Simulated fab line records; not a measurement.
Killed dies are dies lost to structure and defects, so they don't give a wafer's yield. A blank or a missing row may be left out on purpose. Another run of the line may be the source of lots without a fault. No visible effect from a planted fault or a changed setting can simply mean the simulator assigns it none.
fab line records	flow n5_finfet
record lots=6	wafers=18	last_day=17
route steps=1938 shown SD_EPI_P@309 SD_ACTIVATION@330 ILD0@335 SDB@347 MOL_CONTACT_COAG@538 BEOL_M4@1111
lots untouched by any fault: they come from a run of this same line in which no faults occurred
start_h: the number of hours between the record's first day and the start of the first shown wafer of the lot	wait_h: how many hours have passed since the lot's step before this one	" as in the row above	L1.1+2: one row covering several wafers at once	- value missing, or start not given	* or withheld: withheld	< > ~ a bound
route shown NAME@n: names a module that has steps shown in the file, with the first one's number in the route	usual: average and standard deviation across the fault-free wafers	same: alike in all rows	chamber/n: place in a boat	sites: each site's reading	_std_site: standard deviation of those values	_edge_site: inner sites' mean taken away from outer sites' mean	radius_mm: how far each site lies from the wafer's centre	mask NAME#n: copy n	behind: the most recent tool/chamber to have shaped the wafer	hold: why the lot went on hold/how many hours it stayed there/how the hold came to an end	device: the n, p or np transistor that did not switch	end of line: the tests these same wafers got at the end of their route	a step with no rows: only its recipe	killed: dies lost to structure and defects at the first sort, not the wafer's yield	map: dies across one wafer; x = killed, . = not, _ = none there
set.NAME: the setting as run; set.NAME@STEP: as run at that earlier step	model.NAME: the simulator's own value behind a step, which no gauge read
lots at selected steps of the route; one table per step, one row per wafer
services: when a tool's chamber went out of use (start_h, in hours from the record's first day, below 0 if earlier), for how many hours, and the reason
## steps
# step N5_SD_EPI_P_STRIP_38
# recipe chemistry=N2/H2	temp_c=40	n2_flow_sccm=200	h2_flow_sccm=200	rf_frequency_hz=6e+07
# step N5_SD_EPI_P_ETCHBACK_46
# recipe chemistry=CH3F/O2	mode=anisotropic_etchback	target=SiNx	target_depth_a=175	stop_on=SiO2	over_etch_frac=0.3	ion_energy_ev=120	pressure_mtorr=30	source_w=395	bias_w=73	Ar_flow_sccm=150	CH3F_flow_sccm=30	O2_flow_sccm=20
# usual drypump_motor_current_A=5.7/0.53	oes_product_au=0.63/0.032	rf_vpp_V=298/3.1	showerhead_plenum_p_Torr=1.98/0.041	throttle_valve_pct=16.51/0.21
lot.wafer	tool	chamber	start_h	wait_h	drypump_motor_current_A	oes_product_au	rf_hours_counter_h	rf_vpp_V	showerhead_plenum_p_Torr	throttle_valve_pct
L616.3	rie_diel-05	3	93.91	0.0	5.6	0.64	175	302	1.99	16.79
L616.4	"	2	"	"	5.5	0.61	217	294	1.98	16.34
L616.6	"	0	"	"	5.4	0.60	-	301	1.98	16.45
L619.3	rie_diel-04	1	112.50	0.0	6.6	0.67	139	292	1.92	16.46
L619.4	"	0	"	"	6.1	0.64	158	298	2.00	16.51
L619.6	"	1	"	"	6.6	0.67	-	293	1.92	16.47
L622.2	rie_diel-05	0	126.95	0.0	5.4	0.60	199	301	1.98	16.47
L622.5	"	0	"	"	5.4	0.61	-	300	1.98	16.46
L622.6	"	1	"	"	6.7	0.61	-	301	1.98	16.55
L624.4	rie_diel-05	3	138.88	0.0	5.6	0.63	188	301	1.98	16.83
L624.5	"	2	"	"	5.5	0.61	-	294	1.97	16.35
L624.6	"	1	"	"	6.7	0.61	-	301	1.98	16.57
L629.2	rie_diel-04	3	171.19	0.0	5.7	0.60	237	297	1.89	16.76
L629.3	"	1	"	"	6.6	0.65	157	292	1.92	16.47
L629.5	"	0	"	"	6.1	0.63	-	297	2.00	16.53
L632.2	rie_diel-05	2	187.95	0.0	5.5	0.60	244	296	1.97	16.37
L632.4	"	3	"	"	5.6	0.62	201	301	1.98	16.86
L632.6	"	1	"	"	6.8	0.60	-	301	1.98	16.59
# step N5_SD_EPI_P_ETCH_47
# recipe chemistry=CH3F/O2	target=SiOCN	target_depth_a=250	mask_material=SOC	ion_energy_ev=60	bias_w=29	pressure_mtorr=30	source_w=410	Ar_flow_sccm=150	CH3F_flow_sccm=30	O2_flow_sccm=20
# step N5_SD_EPI_P_ETCH_16
# recipe chemistry=CHF3/O2	target=SiO2	target_depth_a=50	mask_material=SOC	pressure_mtorr=30	source_w=650	bias_w=170	Ar_flow_sccm=200	CHF3_flow_sccm=50	O2_flow_sccm=5	ion_energy_ev=200
# step N5_SD_EPI_P_STRIP_50
# recipe chemistry=CHF3/O2	resist=SiARC	rf_frequency_hz=6e+07
# step N5_SD_EPI_P_SD_RECESS_17
# recipe chemistry=HBr/Cl2/O2	target_depth_a=391	bt_time_s=3	pressure_mtorr=10	icp_w=800	bias_w=112	HBr_flow_sccm=150	Cl2_flow_sccm=80	O2_flow_sccm=12
# usual drypump_motor_current_A=5.7/0.35	mfc_cl2_sccm=80.00/0.23	oes_product_au=0.990/0.012	throttle_valve_pct=37.02/0.25
lot.wafer	tool	chamber	start_h	wait_h	drypump_motor_current_A	mfc_cl2_sccm	oes_product_au	rf_hours_counter_h	throttle_valve_pct
L616.3	rie_si-04	1	94.19	0.0	5.5	79.97	1.012	142	37.18
L616.4	"	3	"	"	6.5	80.06	1.000	110	36.80
L616.6	"	3	"	"	6.5	80.10	0.998	-	36.80
L619.3	rie_si-06	0	112.77	0.0	5.4	80.05	0.971	142	36.68
L619.4	"	1	"	"	6.0	80.05	0.986	139	36.81
L619.6	"	0	"	"	5.5	79.61	0.978	-	36.69
L622.2	rie_si-04	1	127.23	0.0	5.5	79.93	1.010	143	37.18
L622.5	"	2	"	"	5.7	79.98	0.977	-	37.12
L622.6	"	1	"	"	5.6	80.20	1.010	-	37.17
L624.4	rie_si-03	2	139.16	0.0	6.1	80.15	0.993	183	37.15
L624.5	"	3	"	"	5.2	80.24	0.991	-	36.69
L624.6	"	0	"	"	6.0	80.25	1.005	-	37.06
L629.2	rie_si-06	2	171.47	0.0	5.2	79.91	0.985	153	37.29
L629.3	"	0	"	"	5.4	79.98	0.978	143	36.68
L629.5	"	2	"	"	5.2	79.89	0.991	-	37.29
L632.2	rie_si-04	0	188.22	0.0	5.6	79.78	0.987	138	36.91
L632.4	"	2	"	"	5.7	80.19	0.977	56	37.12
L632.6	"	0	"	"	5.6	79.92	0.986	-	36.91
# step N5_SD_EPI_P_WET_ETCH_45
# recipe chemistry=dHF	dilution=withheld	time_s=10.7	target=SiO2	target_depth_a=20	temp_c=25	dry=ipa_marangoni	rinse_time_s=30	rinse_temp_c=23
# step N5_SD_EPI_P_STRIP_40
# recipe chemistry=N2/H2	power_w=1000	temp_c=250	h2_frac=0.65	overash_fraction=0.3	pressure_mtorr=withheld	n2_flow_sccm=1750	h2_flow_sccm=3250
# step N5_SD_EPI_P_PRECLEAN_52
# recipe chemistry=O3/DIW	time_s=60	temp_c=22	o3_ppm=10
# step N5_SD_EPI_P_SRD_20
# recipe dry=ipa_marangoni	do_ppb=5	time_s=30	temp_c=23	rinse_liquid=diw
# step N5_SD_EPI_P_PRECLEAN_51
# recipe chemistry=NF3:NH3	afs_cycles=1	temp_c=30	time_s=20	sublimation_temp_c=180	sublimation_time_s=60	pressure_torr=3	rf_power_w=30
# step N5_SD_EPI_P_VAPOR_ETCH_44
# recipe chemistry=NF3/Ar	target=SiGe30	temp_c=25	time_s=3.3	mode=isotropic
# step N5_SD_EPI_P_EPI_21
# recipe material=SiGe:B	dopant=B	temp_c=550	pressure_torr=20	ambient=H2	time_s=355
# usual epi_growth_time_s=355/0
lot.wafer	tool	chamber	start_h	wait_h	epi_growth_time_s	model.SiGe-B_of_SD_EPI_P_EPI_21.thk_nm
L616.3	epi_rpcvd-03	0	95.57	0.8	355	60.4
L616.4	"	0	"	"	355	61.6
L616.6	"	0	"	"	355	61.6
L619.3	epi_rpcvd-02	0	114.15	0.8	355	61.2
L619.4	"	0	"	"	355	61
L619.6	"	0	"	"	355	60.6
L622.2	epi_rpcvd-03	0	128.26	0.5	502.32	77.4
L622.5	"	0	129.34	1.5	355	60.8
L622.6	"	0	"	"	355	60.6
L624.4	epi_rpcvd-03	0	140.90	1.1	502.32	77
L624.5	"	0	"	"	355	60.6
L624.6	"	0	"	"	355	61.4
L629.2	epi_rpcvd-01	0	173.32	0.9	355	60.8
L629.3	"	0	"	"	355	60.8
L629.5	"	0	175.24	2.6	355	62
L632.2	epi_rpcvd-02	0	189.24	0.5	355	60.8
L632.4	"	0	"	"	355	60.8
L632.6	"	0	"	"	355	60.4
# step N5_SD_EPI_P_EPI_MEAS_23
# recipe mode=xrd
# usual thk_nm=61.2/1.2
lot.wafer	tool	chamber	start_h	wait_h	thk_nm
L616.3	film_metro-02	-	97.05	1.1	61.7
L616.4	"	-	"	"	63.6
L616.6	"	-	"	"	59.7
L619.3	film_metro-02	-	115.64	1.1	60.1
L619.4	"	-	"	"	61.5
L619.6	"	-	"	"	60.4
L622.2	film_metro-01	-	130.11	1.5	77.6
L622.5	"	-	"	"	58.9
L622.6	"	-	"	"	59.7
L624.4	film_metro-01	-	142.02	0.8	79.4
L624.5	"	-	"	"	60.3
L624.6	"	-	"	"	61.4
L629.2	film_metro-02	-	176.58	2.6	59.9
L629.3	"	-	"	"	60.3
L629.5	"	-	"	"	61.9
L632.2	film_metro-02	-	191.08	1.5	59.0
L632.4	"	-	"	"	60.8
L632.6	"	-	"	"	59.4
# step N5_SD_EPI_P_HM_STRIP_48
# recipe chemistry=H3PO4	temp_c=160	material=SiNx	target=SiNx	target_depth_a=30	overetch_fraction=0.3
# step N5_SD_EPI_P_SRD_49
# recipe dry=ipa_marangoni	time_s=30	temp_c=23	rinse_liquid=diw
# step N5_SD_EPI_P_PRECLEAN_24
# recipe chemistry=O3/DIW	time_s=45	temp_c=22	o3_ppm=10
# step N5_SD_EPI_P_PRECLEAN_32
# recipe chemistry=dHF	time_s=10	dilution=500:1	temp_c=25
# step N5_SD_EPI_P_PRECLEAN_33
# recipe chemistry=SC2	time_s=45	temp_c=35	mix=1:1:50
# step N5_SD_EPI_P_SRD_25
# recipe time_s=30	temp_c=23	rinse_liquid=diw	dry=ipa_marangoni
# step N5_SD_EPI_P_INSPECT_26
# recipe inspect_instrument=darkfield	mode=post_epi
# usual raw_defect_count=189/37
lot.wafer	tool	chamber	start_h	wait_h	raw_defect_count
L616.3	defect_inspect-02	-	97.22	0.0	163
L616.4	"	-	"	"	165
L616.6	"	-	"	"	159
L619.3	defect_inspect-01	-	115.81	0.0	160
L619.4	"	-	"	"	209
L619.6	"	-	"	"	169
L622.2	defect_inspect-02	-	130.29	0.0	261
L622.5	"	-	"	"	209
L622.6	"	-	"	"	190
L624.4	defect_inspect-02	-	142.19	0.0	131
L624.5	"	-	"	"	236
L624.6	"	-	"	"	199
L629.2	defect_inspect-02	-	176.75	0.0	222
L629.3	"	-	"	"	162
L629.5	"	-	"	"	179
L632.2	defect_inspect-02	-	191.25	0.0	193
L632.4	"	-	"	"	254
L632.6	"	-	"	"	218
# step N5_SD_ACTIVATION_RTA_00
# recipe temp_c=975	time_s=0	ambient=N2	idle_temp_c=600	ramp_up_c_per_s=150	ramp_down_c_per_s=60	cool_to_c=600
# step N5_SD_ACTIVATION_LSA_01
# recipe temp_c=1080	time_s=0.0008	ambient=N2
# step N5_SD_ACTIVATION_RS_MEAS_03
# recipe thk_meas_gauge=four-point-probe
# usual RS_SD_N=21.86/0.23	RS_SD_P=55.8/0.89
lot.wafer	tool	chamber	start_h	wait_h	RS_SD_N[ohm/sq]	RS_SD_P[ohm/sq]
L616.3	film_metro-02	-	97.82	0.2	22.28	56.8
L616.4	"	-	"	"	22.34	55.2
L616.6	"	-	"	"	21.68	55.8
L619.3	film_metro-01	-	116.42	0.2	21.94	56.0
L619.4	"	-	"	"	21.77	57.1
L619.6	"	-	"	"	21.54	56.8
L622.2	film_metro-01	-	131.29	0.2	22.07	44.0
L622.5	"	-	"	"	22.13	56.2
L622.6	"	-	"	"	21.95	56.8
L624.4	film_metro-01	-	142.95	0.1	21.59	44.7
L624.5	"	-	"	"	21.44	55.8
L624.6	"	-	"	"	21.48	55.7
L629.2	film_metro-02	-	177.23	0.2	21.50	55.2
L629.3	"	-	"	"	21.74	54.9
L629.5	"	-	"	"	21.91	53.9
L632.2	film_metro-01	-	191.73	0.2	21.47	55.2
L632.4	"	-	"	"	21.43	54.9
L632.6	"	-	"	"	21.87	55.8
# step N5_SD_ACTIVATION_INSPECT_02
# recipe inspect_instrument=darkfield	mode=post_anneal
# usual raw_defect_count=189/35
lot.wafer	tool	chamber	start_h	wait_h	raw_defect_count
L616.3	defect_inspect-01	-	98.11	0.1	149
L616.4	"	-	"	"	148
L616.6	"	-	"	"	139
L619.3	defect_inspect-01	-	116.70	0.1	161
L619.4	"	-	"	"	206
L619.6	"	-	"	"	166
L622.2	defect_inspect-02	-	131.60	0.1	253
L622.5	"	-	"	"	205
L622.6	"	-	"	"	186
L624.4	defect_inspect-02	-	143.21	0.1	121
L624.5	"	-	"	"	242
L624.6	"	-	"	"	181
L629.2	defect_inspect-01	-	177.53	0.1	196
L629.3	"	-	"	"	154
L629.5	"	-	"	"	166
L632.2	defect_inspect-01	-	192.04	0.1	169
L632.4	"	-	"	"	225
L632.6	"	-	"	"	193
# step N5_ILD0_LINER_00
# recipe material=SiNx	target_thk_a=40	temp_c=400	ald_precursor_family=SiH2I2	ald_co_reactant=N2/H2-plasma	pulse_time_s=1	purge_time_s=2	co_reactant_purge_time_s=2	ald_cycles=80	pressure_torr=2
# usual heater_power_w=842/81	precursor_pulse_height_rel=0.999/0.02
lot.wafer	tool	chamber	start_h	wait_h	heater_power_w	precursor_pulse_height_rel
L616.3	ald_sin-04	0	98.52	0.4	920	0.973
L616.4	"	2	"	"	783	0.994
L616.6	"	1	"	"	878	1.014
L619.3	ald_sin-01	0	116.73	0.0	825	0.963
L619.4	"	1	"	"	878	1.018
L619.6	"	3	"	"	845	1.030
L622.2	ald_sin-02	1	131.63	0.0	770	0.990
L622.5	"	3	"	"	642	0.972
L622.6	"	0	"	"	1018	0.980
L624.4	ald_sin-01	2	143.57	0.4	802	0.977
L624.5	"	1	"	"	899	0.992
L624.6	"	0	"	"	848	1.007
L629.2	ald_sin-01	0	178.14	0.6	829	0.981
L629.3	"	2	"	"	798	1.039
L629.5	"	2	"	"	776	0.997
L632.2	ald_sin-02	2	193.09	1.1	847	1.022
L632.4	"	0	"	"	995	0.973
L632.6	"	0	"	"	976	1.014
# step N5_ILD0_FCVD_FILL_01
# recipe material=SiO2_flowable	target_thk_a=2000	temp_c=100	pressure_torr=0.8	rf_w=2000	time_s=328.3
# step N5_ILD0_CURE_02
# recipe temp_c=450	time_s=1800	ambient=steam	idle_temp_c=400	ramp_up_c_per_min=5	ramp_down_c_per_min=3	densification_p_h2o_torr=640
# step N5_ILD0_CMP_03
# recipe stop_on=SiNx	t_overpolish_s=1.9	post_cmp_clean=alkaline_brush	down_force_psi=4.1491	platen_rpm=51.796	pad_velocity_m_s=1.0306	target_thk_nm=197.38
# step N5_ILD0_THK_MEAS_04
# usual thk_nm=197.4/0.95
lot.wafer	tool	chamber	start_h	wait_h	thk_nm
L616.3	film_metro-02	-	101.19	-	196.2
L616.4	"	-	"	"	197.1
L616.6	"	-	"	"	198.2
L619.3	film_metro-01	-	119.39	-	198.7
L619.4	"	-	"	"	198.2
L619.6	"	-	"	"	198.6
L622.2	film_metro-01	-	134.30	-	196.9
L622.5	"	-	"	"	194.4
L622.6	"	-	"	"	197.9
L624.4	film_metro-02	-	146.23	-	198.2
L624.5	"	-	"	"	197.4
L624.6	"	-	"	"	197.6
L629.2	film_metro-01	-	180.80	-	198.1
L629.3	"	-	"	"	197.8
L629.5	"	-	"	"	198.5
L632.2	film_metro-01	-	196.11	-	197.8
L632.4	"	-	"	"	196.1
L632.6	"	-	"	"	195.7
# step N5_ILD0_CMP_07
# recipe stop_on=poly-Si	material=SiO2_flowable	t_overpolish_s=1.18	post_cmp_clean=alkaline_brush	down_force_psi=4.1491	platen_rpm=51.796	pad_velocity_m_s=1.0306	target_thk_nm=138.88
# step N5_ILD0_THK_MEAS_08
# usual thk_nm=139.0/0.9
lot.wafer	tool	chamber	start_h	wait_h	thk_nm
L616.3	film_metro-01	-	101.52	-	138.1
L616.4	"	-	"	"	138.1
L616.6	"	-	"	"	140.3
L619.3	film_metro-02	-	119.72	-	138.4
L619.4	"	-	"	"	137.5
L619.6	"	-	"	"	138.9
L622.2	film_metro-01	-	134.62	-	139.5
L622.5	"	-	"	"	139.5
L622.6	"	-	"	"	139.0
L624.4	film_metro-01	-	146.56	-	140.7
L624.5	"	-	"	"	140.6
L624.6	"	-	"	"	140.2
L629.2	film_metro-02	-	181.13	-	140.6
L629.3	"	-	"	"	139.2
L629.5	"	-	"	"	138.7
L632.2	film_metro-02	-	196.43	-	139.7
L632.4	"	-	"	"	138.4
L632.6	"	-	"	"	139.6
# step N5_ILD0_PRECLEAN_10
# recipe chemistry=NF3:NH3	afs_cycles=5	time_s=20	temp_c=30	sublimation_temp_c=180	sublimation_time_s=60	pressure_torr=3	rf_power_w=30
# step N5_ILD0_ALD_15
# recipe material=SiNx	target_thk_a=240	temp_c=400	ald_precursor_family=SiH2I2	ald_co_reactant=N2/H2-plasma	pulse_time_s=1	ald_cycles=480	purge_time_s=2	co_reactant_purge_time_s=2	pressure_torr=2
# step N5_ILD0_CMP_12
# recipe stop_on=poly-Si	material=SiNx	t_overpolish_s=6	post_cmp_clean=alkaline_brush	down_force_psi=2.5	platen_rpm=51.8	pad_velocity_m_s=1.0307	target_thk_nm=17.67
# usual motor_current_A=8.8/1.4	overpolish_run_s=5.999/0.0086	retaining_ring_pressure_frac=1.001/0.0054	time_to_endpoint_s=29.3/2.3
lot.wafer	tool	chamber	start_h	wait_h	motor_current_A	overpolish_run_s	retaining_ring_pressure_frac	time_to_endpoint_s
L616.4	cmp-03	2	104.47	1.2	6.6	6.003	0.996	28.6
L616.3	"	3	"	"	11.4	5.995	1.003	28.7
L616.6	"	1	"	"	10.1	6.003	0.995	26.0
L619.3	cmp-02	3	122.67	1.2	8.5	6.008	1.001	31.1
L619.4	"	0	"	"	7.8	6.012	0.999	29.6
L619.6	"	2	"	"	9.9	6.010	0.997	28.7
L622.2	cmp-04	2	137.55	1.1	7.4	6.007	0.994	26.2
L622.6	"	2	"	"	7.3	6.005	0.996	27.0
L622.5	"	3	"	"	7.8	5.996	1.001	30.7
L624.4	cmp-03	3	149.81	1.2	11.0	5.990	1.007	28.5
L624.6	"	0	"	"	6.9	6.016	1.000	24.3
L624.5	"	1	"	"	10.4	5.995	1.002	28.2
L629.2	cmp-03	3	184.05	1.1	11.5	5.996	1.004	28.4
L629.3	"	2	"	"	7.0	6.002	1.011	30.6
L629.5	"	3	"	"	10.9	5.996	1.006	30.4
L632.2	cmp-04	2	200.05	1.2	8.0	5.988	1.012	29.0
L632.4	"	0	"	"	9.8	6.000	0.999	28.0
L632.6	"	1	"	"	7.7	5.984	1.003	27.0
# step N5_ILD0_THK_MEAS_13
# usual thk_nm=17.8/0.82
lot.wafer	tool	chamber	start_h	wait_h	thk_nm
L616.3	film_metro-01	-	104.73	-	18.9
L616.4	"	-	"	"	19.2
L616.6	"	-	"	"	18.6
L619.3	film_metro-02	-	122.93	-	18.4
L619.4	"	-	"	"	18.5
L619.6	"	-	"	"	17.1
L622.2	film_metro-02	-	137.85	-	17.0
L622.5	"	-	"	"	17.3
L622.6	"	-	"	"	17.3
L624.4	film_metro-01	-	149.99	-	18.1
L624.5	"	-	"	"	18.6
L624.6	"	-	"	"	18.3
L629.2	film_metro-01	-	184.34	-	16.6
L629.3	"	-	"	"	18.6
L629.5	"	-	"	"	16.7
L632.2	film_metro-01	-	200.30	-	18.9
L632.4	"	-	"	"	18.8
L632.6	"	-	"	"	18.2
# step N5_ILD0_INSPECT_06
# recipe inspect_instrument=darkfield	mode=post_cmp
# usual raw_defect_count=39/14
lot.wafer	tool	chamber	start_h	wait_h	raw_defect_count
L616.3	defect_inspect-02	-	104.75	0.0	23
L616.4	"	-	"	"	40
L616.6	"	-	"	"	39
L619.3	defect_inspect-02	-	122.96	0.0	27
L619.4	"	-	"	"	39
L619.6	"	-	"	"	24
L622.2	defect_inspect-02	-	137.87	0.0	38
L622.5	"	-	"	"	39
L622.6	"	-	"	"	58
L624.4	defect_inspect-02	-	150.02	0.0	17
L624.5	"	-	"	"	35
L624.6	"	-	"	"	29
L629.2	defect_inspect-01	-	184.37	0.0	32
L629.3	"	-	"	"	47
L629.5	"	-	"	"	28
L632.2	defect_inspect-01	-	200.33	0.0	44
L632.4	"	-	"	"	39
L632.6	"	-	"	"	29
# step N5_SDB_HM_DEP_00
# recipe material=SiNx	target_thk_a=400	temp_c=400	precursor=SiH4/NH3/N2	pressure_torr=1.5	rf_w=300	time_s=35.3
# usual heater_power_w=718/65	showerhead_plenum_p_Torr=5.15/0.085	throttle_valve_pct=40.8/2.9
lot.wafer	tool	chamber	start_h	wait_h	heater_power_w	showerhead_plenum_p_Torr	throttle_valve_pct
L616.3	pecvd-03	2	104.79	0.0	689	5.17	35.6
L616.4	"	0	"	"	742	5.23	44.0
L616.6	"	1	"	"	732	5.15	40.0
L619.3	pecvd-04	2	122.99	0.0	537	5.14	47.2
L619.4	"	2	"	"	541	5.14	47.5
L619.6	"	0	"	"	612	4.90	41.0
L622.2	pecvd-02	0	137.91	0.0	817	5.08	40.4
L622.5	"	1	"	"	753	5.19	42.2
L622.6	"	0	"	"	827	5.11	40.5
L624.4	pecvd-02	2	150.08	0.1	723	5.21	40.7
L624.5	"	0	"	"	785	5.12	40.5
L624.6	"	1	"	"	806	5.20	42.0
L629.2	pecvd-03	2	184.40	0.0	748	5.16	35.7
L629.3	"	0	"	"	839	5.22	44.3
L629.5	"	1	"	"	741	5.15	39.9
L632.2	pecvd-04	0	200.37	0.0	722	4.89	41.2
L632.4	"	0	"	"	580	4.88	41.4
L632.6	"	0	"	"	561	4.88	41.7
# step N5_SDB_COAT_03
# recipe resist=SOC	temp_c=250	time_s=60	spin_rpm=1500	resist_thk_nm=100
# step N5_SDB_COAT_04
# recipe resist=SiARC	temp_c=220	time_s=60	spin_rpm=1500	resist_thk_nm=18
# step N5_SDB_COAT_05
# recipe resist=CAR-ArF	spin_rpm=1500	resist_thk_nm=90
# step N5_MOL_CONTACT_COAG_ETCH_110
# recipe chemistry=CF4/O2	target=Si	target_depth_a=25	time_s=8	pressure_mtorr=100	source_w=200	bias_w=12	ion_energy_ev=60	Ar_flow_sccm=100	cf4_flow_sccm=100	O2_flow_sccm=10
# usual drypump_motor_current_A=5.7/0.32	oes_product_au=0.81/0.086	rf_vpp_V=128.0/1.2	showerhead_plenum_p_Torr=2.25/0.072	throttle_valve_pct=10.75/0.28
lot.wafer	tool	chamber	start_h	wait_h	drypump_motor_current_A	oes_product_au	rf_hours_counter_h	rf_vpp_V	showerhead_plenum_p_Torr	throttle_valve_pct	model.SiGe-B_of_SD_EPI_P_EPI_21.thk_nm
L616.3	rie_diel-01	1	127.06	0.0	5.5	0.84	87	127.0	2.25	10.37	57.4
L616.4	"	3	"	"	6.1	0.67	246	127.8	2.19	10.88	58.8
L616.6	"	0	"	"	5.4	0.93	-	128.9	2.19	10.73	58.6
L619.3	rie_diel-01	2	146.37	0.0	5.9	0.74	175	130.8	2.31	10.95	58.2
L619.4	"	2	"	"	5.9	0.74	-	129.5	2.31	10.95	58
L619.6	"	1	"	"	5.5	0.84	-	126.7	2.25	10.39	57.6
L622.2	rie_diel-03	3	160.21	0.0	5.1	0.70	213	126.9	2.12	11.03	73.8
L622.5	"	0	"	"	6.0	0.72	-	127.8	2.29	11.13	58
L622.6	"	1	"	"	5.8	0.89	-	126.9	2.36	10.35	57.8
L624.4	rie_diel-06	2	172.41	0.0	6.8	0.74	174	129.0	2.22	11.22	73.4
L624.5	"	3	"	"	5.5	0.85	-	128.1	2.25	10.53	57.6
L624.6	"	0	"	"	5.7	0.77	-	128.4	2.23	10.83	58.4
L629.2	rie_diel-03	0	206.02	0.0	6.0	0.70	231	129.9	2.29	11.19	57.8
L629.3	"	2	"	"	5.7	0.79	114	127.9	2.32	10.85	57.8
L629.5	"	1	"	"	5.8	0.87	-	127.7	2.35	10.39	59
L632.2	rie_diel-01	0	222.29	0.0	5.5	0.86	47	127.8	2.18	10.86	57.8
L632.4	"	3	"	"	6.1	0.90	18	126.7	2.18	10.26	58
L632.6	"	3	"	"	6.1	0.90	-	127.5	2.18	10.24	57.6
# step N5_BEOL_M4_RC_MEAS_101
# usual DIBL_N=36.3/1.2	DIBL_P=36.3/1.4	IOFF_N=0.157/0.02	IOFF_P=0.22/0.033	ION_N=675/9.6	ION_P=465/8.2	RS_SD_P=65.4/1.1	SS_N=71.4/0.45	SS_P=73.3/0.54	VT_N=249.8/2.5	VT_P=-249/3.2
lot.wafer	tool	chamber	start_h	wait_h	DIBL_N[mV/V]	DIBL_P[mV/V]	IOFF_N[nA/um]	IOFF_P[nA/um]	ION_N[uA/um]	ION_P[uA/um]	RS_SD_P[ohm/sq]	SS_N[mV/dec]	SS_P[mV/dec]	VT_N[mV]	VT_P[mV]
L619.3	prober-01	0	232.58	0.7	33.2	34.0	0.131	0.19	665	463	66.2	71.2	72.3	252.8	-248
L619.4	"	0	"	"	33.6	34.4	0.138	0.19	651	457	66.1	71.0	72.2	248.5	-247
L619.6	"	0	"	"	32.5	34.1	0.128	0.19	668	461	67.3	71.4	73.1	250.6	-247
L616.3	prober-01	0	235.18	0.3	36.7	36.2	0.146	0.19	670	451	66.6	70.4	73.0	251.1	-256
L616.4	"	0	"	"	37.0	36.5	0.146	0.20	669	463	64.8	71.2	73.4	251.2	-251
L616.6	"	0	"	"	35.5	35.0	0.124	0.17	661	453	65.3	71.1	73.2	254.5	-253
L622.2	prober-01	0	269.58	0.2	37.1	37.2	0.183	0.29	688	482	51.3	71.0	73.9	245.6	-242
L622.5	"	0	"	"	36.2	36.6	0.171	0.24	686	474	65.4	70.9	73.2	247.6	-247
L622.6	"	0	"	"	36.9	37.6	0.184	0.25	689	471	65.9	71.5	73.6	245.5	-246
L624.4	prober-02	0	277.36	0.5	36.2	35.7	0.149	0.22	669	467	51.5	71.3	73.6	248.4	-248
L624.5	"	0	"	"	36.7	36.7	0.155	0.22	672	464	66.2	72.1	73.6	248.1	-250
L624.6	"	0	"	"	36.6	36.1	0.151	0.20	673	455	65.1	71.9	74.2	249.9	-253
L629.2	prober-02	0	300.73	0.3	35.4	37.1	0.135	0.20	657	460	65.2	70.9	73.3	252.2	-251
L629.3	"	0	"	"	35.1	36.5	0.133	0.19	666	462	64.9	70.9	72.7	251.8	-251
L629.5	"	0	"	"	35.0	36.3	0.129	0.20	663	465	63.8	71.1	72.6	252.5	-251
L632.2	prober-01	0	307.35	0.2	37.1	37.2	0.175	0.28	680	472	64.7	71.5	73.8	246.7	-245
L632.4	"	0	"	"	36.1	35.8	0.147	0.25	665	465	65.2	71.4	72.6	250.7	-246
L632.6	"	0	"	"	36.9	37.3	0.168	0.27	670	472	65.3	71.8	73.5	249.9	-245
## services
tool	chamber	start_h	hours	kind
epi_rpcvd-03	-	76.00	0.4	repair
ald_sin-02	-	85.25	14.0	pm
ald_sin-01	3	89.03	4.4	repair
rie_diel-04	3	97.35	10.8	repair
rie_diel-04	-	100.48	4.0	repair
rie_diel-01	3	105.15	7.8	repair
pecvd-02	-	106.83	2.8	pm
cmp-04	-	108.90	1.5	repair
cmp-03	-	133.15	4.0	pm
cmp-03	-	139.82	3.8	repair
pecvd-02	0	142.29	5.6	repair
rie_si-04	3	148.11	34.1	repair
epi_rpcvd-02	-	151.93	1.0	repair
epi_rpcvd-03	-	162.31	6.0	pm
pecvd-03	-	165.20	5.5	pm
rie_si-04	1	171.52	1.6	repair
cmp-03	-	186.94	8.3	pm
pecvd-03	2	188.00	18.4	repair
ald_sin-01	-	189.68	4.3	pm
epi_rpcvd-02	-	191.25	27.2	pm
rie_diel-03	1	191.39	1.3	repair
cmp-04	-	192.11	4.0	pm
pecvd-03	-	205.57	2.8	pm
ald_sin-02	3	212.69	12.1	repair
## key
first_sign step=N5_SD_EPI_P_EPI_21	reading=epi_growth_time_s	direction=up	sigmas=99+	usual=*	struck=*
effect step=N5_SD_EPI_P_EPI_MEAS_23	reading=thk_nm	direction=up	sigmas=15	usual=*	struck=*
effect step=N5_SD_ACTIVATION_RS_MEAS_03	reading=RS_SD_P	direction=down	sigmas=13	usual=55.8	struck=44.3
effect step=N5_BEOL_M4_RC_MEAS_101	reading=RS_SD_P	direction=down	sigmas=13	usual=65.4	struck=51.4
model_effect step=N5_SD_EPI_P_EPI_21	value=SiGe-B_of_SD_EPI_P_EPI_21.thk_nm	without=60.7	struck=77.2
model_effect step=N5_MOL_CONTACT_COAG_ETCH_110	value=SiGe-B_of_SD_EPI_P_EPI_21.thk_nm	without=57.8	struck=73.6
met_at N5_SD_EPI_P_EPI_21
struck_wafers L622.2,L624.4
sort_left_out L622.2,L624.4
onset_between 95.57 128.26
fault kind=process_parameter_drift	tool=epi_rpcvd-03	chamber=-	onset_h=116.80	steps=N5_SD_EPI_P_EPI_21	channel=epi_growth_time_s	offset=*	shape=step	end_h=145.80	scope=struck_wafers_only	stated=*
# sort_left_out: the simulated sort isn't trusted on such a fault, so these wafers' sort isn't shown, and their yield isn't known
